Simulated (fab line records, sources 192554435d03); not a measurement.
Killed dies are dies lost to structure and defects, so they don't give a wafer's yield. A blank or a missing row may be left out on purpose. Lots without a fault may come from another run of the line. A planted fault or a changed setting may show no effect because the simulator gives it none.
Split-lot experiment | flow n5_finfet | 7 lots, 21 wafers read, on a route of 1938 steps

THE SPLIT
At N5_SDB_ALD_29 (deposits SiNx, target thk 30 nm, pulse time 1 s, ald cycles 600), the setting ald_cycles was moved away from the recipe's 600 on 4 of the 21 wafers read, by -14.2% to +15.5%. The other wafers ran this setting at the recipe's value.

The reading is taken at the split's own step.

THE READING
SiNx_of_SDB_ALD_29.thk_nm (the simulator's own value, which no gauge read), in nm, at N5_SDB_ALD_29 (deposits SiNx, target thk 30 nm, pulse time 1 s, ald cycles 600). The file gives no usual value for it. The 17 wafers here that ran the recipe average 30.1 nm, standard deviation 0.15 nm.

wafer  | tool, chamber at the split | ald_cycles as run | against the recipe | SiNx_of_SDB_ALD_29.thk_nm, nm | against lot-mates on the recipe
L074.1 | ald_sin-02, 1,0            | 600               | recipe             | 30.2                          | -
L074.3 | ald_sin-02, 1,0            | 600               | recipe             | 30.2                          | -
L074.4 | ald_sin-02, 2              | 600               | recipe             | 30                            | -
L075.3 | ald_sin-01, 2              | 600               | recipe             | 30                            | -
L075.4 | ald_sin-01, 2              | 600               | recipe             | 30                            | -
L075.5 | ald_sin-01, 1              | 693               | +15.5%             | 34.8                          | +4.8
L085.1 | ald_sin-02, 0              | 600               | recipe             | 30                            | -
L085.2 | ald_sin-02, 2,3            | 600               | recipe             | 29.8                          | -
L085.6 | ald_sin-02, 2,3            | 600               | recipe             | 29.8                          | -
L091.4 | ald_sin-02, 3              | 515               | -14.2%             | 25.4                          | -4.6
L091.5 | ald_sin-02, 2              | 600               | recipe             | 29.8                          | -
L091.6 | ald_sin-02, 1              | 600               | recipe             | 30.2                          | -
L092.2 | ald_sin-02, 0,2,1          | 600               | recipe             | 30.2                          | -
L092.3 | ald_sin-02, 0,2,1          | 600               | recipe             | 30.2                          | -
L092.4 | ald_sin-02, 0,2,1          | 600               | recipe             | 30.2                          | -
L093.1 | ald_sin-01, 3              | 600               | recipe             | 30.2                          | -
L093.3 | ald_sin-01, 3,2            | 600               | recipe             | 30                            | -
L093.5 | ald_sin-01, 3,2            | 600               | recipe             | 30                            | -
L095.2 | ald_sin-04, 0              | 690               | +15.0%             | 34.4                          | +4.2
L095.5 | ald_sin-04, 0              | 690               | +15.0%             | 34.4                          | +4.2
L095.6 | ald_sin-04, 3              | 600               | recipe             | 30.2                          | -
Where a row lists several chambers, the file gives one row for several wafers and doesn't say which wafer went through which chamber.

THE FIT
A straight line over all 21 wafers: SiNx_of_SDB_ALD_29.thk_nm changes by +0.304 nm for each +1% of ald_cycles; r = +1.00; the points scatter about the line by 0.17 nm.
The same after taking each lot's own level away (the mean of its wafers on the recipe; 21 wafers): +0.299 nm for each +1%; r = +1.00; scatter 0.15 nm.
On that fit, the largest move of ald_cycles shifts the reading by 4.6 nm.
The lots' own levels span 29.87 to 30.20 nm, that is 2.2 times the standard deviation above.
So the lot-to-lot level changes the slope little: the two slopes agree.
Check: with one of the wafers moved furthest among these (+15.5%) left out of the fit, the line predicts +4.53 nm for it against its lot-mates. It came out at +4.8 nm against them.

OTHER SPLITS ON THESE WAFERS
These wafers also went through other splits before the reading. Each is held against what the fit with the lots' levels taken away leaves over:
other split on the same wafers | wafers away from the commonest value | r with SiNx_of_SDB_ALD_29.thk_nm (lot level and that fit taken away)
N5_SD_EPI_N_EPI_21 temp_c      | 11                                   | +0.29
N5_SD_EPI_N_PRECLEAN_49 time_s | 7                                    | -0.24
N5_SDB_COAT_05 spin_rpm        | 9                                    | +0.23

THE FILE'S OWN FIT
SiNx_of_SDB_ALD_29.thk_nm changes by +0.304 nm for each +1% of ald_cycles, r = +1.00.
